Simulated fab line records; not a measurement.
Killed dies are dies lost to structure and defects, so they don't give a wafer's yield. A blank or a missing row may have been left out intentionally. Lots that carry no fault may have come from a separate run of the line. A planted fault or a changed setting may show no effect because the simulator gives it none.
A lot that was struck, set against a sound lot / flow nand harc / 13 steps out of a route of 1159
Sound: these wafers, L546.1, L546.2, L546.5. Struck: wafer L532.4 (L532.1, L532.2, from the same lot, were not struck and are left out); the cause is given at the end.
Each step with rows lists, per side, the tool, then ch with its chambers, then its first start. Under that, the readings that differ: sound wafers / struck wafers / difference of the means / sigmas: that difference in standard deviations of wafers without a fault.
alike: readings with means less than 2 such deviations apart, plus words and numbers identical on both sides. not compared: withheld readings, readings lacking a value on some wafer, bounds such as >300 that could conceal the same value, and numbers that have no deviation in the record and whose values overlap.
A row with sigmas, a row that says differs or no value, or rows on one side alone: a step with any of these is where the two part. Numbers that have no deviation but don't overlap get no sigmas and don't part them. A reading that every wafer of one side lacks parts them only if that side has two wafers or more.

NHARC_A_SLIT_ETCH_26: etches the open film in C4F8/O2/Ar, time 90 s, target depth 400 nm.
  sound on har etch-02 ch 0,1, day 18 04:25; struck on har etch-02 ch 1, day 15 02:24
reading=throttle valve pct (%); sound=27.620 27.638 27.621; struck=27.599; difference=-0.027; sigmas=-3
  alike: drypump motor current A, rf fwd power W, showerhead plenum p Torr
  not compared: rf hours counter h
then, 1 step without rows for these wafers: NHARC_A_SLIT_STRIP_28 (strips in O2/COS).
NHARC_A_SLIT_ETCH_29: etches the open film in CF4/O2, target depth 100 nm, overetch 10 nm, time 55 s.
  sound on rie diel-13 ch 0,2, day 18 05:02; struck on rie diel-06 ch 1, day 15 03:01
reading=rf fwd power W (W); sound=296.8 298.6 299.2; struck=295.1; difference=-3.1; sigmas=-3
reading=showerhead plenum p Torr (Torr); sound=1.32 1.43 1.43; struck=1.26; difference=-0.13; sigmas=-2
reading=throttle valve pct (%); sound=13.400 13.388 13.392; struck=13.420; difference=+0.027; sigmas=+3
  alike: drypump motor current A, oes product au, rf vpp V
  not compared: rf hours counter h
NHARC_A_SLIT_STRIP_18: strips in O2.
  sound on rie diel-13 ch 0,2,3; struck on rie diel-06 ch 3
  alike: drypump motor current A, oes product au, rf vpp V, showerhead plenum p Torr, throttle valve pct
  not compared: rf hours counter h
then, 2 steps without rows for these wafers: NHARC_A_SLIT_PRECLEAN_19 (cleans in SC1); NHARC_A_SLIT_SRD_20.
NHARC_A_SLIT_CD_MEAS_21:
  sound on cd sem-02, day 18 05:34; struck on cd sem-01, day 15 03:36
  alike: cd nm
then, 3 steps without rows for these wafers: NHARC_A_SIN_REMOVE_WET_00 (chemistry H3PO4, time 15300 s); NHARC_A_SIN_REMOVE_PRECLEAN_01 (cleans in SC1); NHARC_A_SIN_REMOVE_SRD_02.
NHARC_A_SIN_REMOVE_INSPECT_04:
  sound on defect inspect-02, day 18 13:01; struck on defect inspect-01, day 15 11:19
reading=raw defect count; sound=340 447 209; struck=151; difference=-181; sigmas=-2
NHARC_A_WL_FILL_ALD_00: deposits Al2O3, target thk 3 nm, pulse time 3 s, ald cycles 30.
  sound on ald hk-02 ch 1,3, day 18 13:04; struck on ald hk-03 ch 1, day 15 12:01
reading=ald cycles; sound=30 30 30; struck=42; difference=+12; sigmas=
  alike: heater power w, precursor pulse height rel, susceptor temp C
  not compared: since wet clean h
NHARC_A_WL_FILL_RTA_01: time 5 s.
  sound on rtp anneal-01 ch 0, day 18 13:31; struck on rtp anneal-01 ch 0, day 15 12:23
  alike: lamp power pct, wafer_temp_C_max

== WHERE THEY PART ==
First at NHARC_A_SLIT_ETCH_26; last, within this record, at NHARC_A_SIN_REMOVE_INSPECT_04. Later steps at which nothing parts them and some readings are alike: NHARC_A_WL_FILL_ALD_00, NHARC_A_WL_FILL_RTA_01.

WHY: the cause the simulator had injected
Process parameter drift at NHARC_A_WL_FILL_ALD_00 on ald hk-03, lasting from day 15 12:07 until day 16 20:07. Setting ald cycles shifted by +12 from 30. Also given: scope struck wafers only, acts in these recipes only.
